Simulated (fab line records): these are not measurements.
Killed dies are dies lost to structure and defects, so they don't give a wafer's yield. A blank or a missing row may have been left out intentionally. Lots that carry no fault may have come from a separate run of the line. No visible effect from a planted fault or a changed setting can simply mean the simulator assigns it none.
Chamber matching | flow n5-finfet | pecvd-04 running N5_FIN_SAQP_HM_DEP_72: 3 sister chambers
The step deposits SiO2 from SiH4/N2O, target thk 12 nm, time 7.2 s. 6 wafers are shown with their chamber, then 10 later ones without.

== WAFERS PAIRED WITH THEIR CHAMBERS ==
wafer  | chamber | showerhead-plenum-p-Torr (Torr) | heater-power-w (W)
L084.5 | 2       | 8.15                            | 672
L086.2 | 0       | 8.06                            | 648
L086.3 | 1       | 7.95                            | 898
L086.6 | 2       | 8.15                            | 671
L087.2 | 1       | 7.95                            | 928
L087.4 | 0       | 8.07                            | 670

== WAFERS MISSING THEIR CHAMBER ==
wafer  | showerhead-plenum-p-Torr (Torr) | heater-power-w (W)
L087.5 | 8.13                            | 680
L090.1 | 7.96                            | 766
L090.5 | 7.97                            | 777
L090.6 | 8.14                            | 713
L094.2 | 7.95                            | 958
L094.4 | 7.97                            | 933
L094.5 | 8.14                            | 725
L097.4 | 7.94                            | 960
L097.5 | 7.95                            | 939
L097.6 | 8.12                            | 794

== EACH ONE'S CHAMBER ==
wafer  | from the rows above | in truth
L087.5 | 2                   | 2
L090.1 | 1                   | 1
L090.5 | 1                   | 1
L090.6 | 2                   | 2
L094.2 | 1                   | 1
L094.4 | 1                   | 1
L094.5 | 2                   | 2
L097.4 | 1                   | 1
L097.5 | 1                   | 1
L097.6 | 2                   | 2
Placed correctly: 10 of 10. From these rows, 0 cannot be placed. Wrongly placed: 0.
How it was worked out, from the rows above alone: a wafer's distance from a chamber is the root of the sum, over the readings, of the square of ((its reading less the chamber's mean) divided by the reading's scatter). If the next closest chamber is less than 2 further off than the closest, the wafer can't be placed; otherwise it belongs to the closest. The mean given for a chamber averages the wafers shown for that chamber. The scatter is the square root of a quotient: the sum, over the shown wafers, of each reading's squared deviation from its chamber's mean, divided by wafers minus chambers.
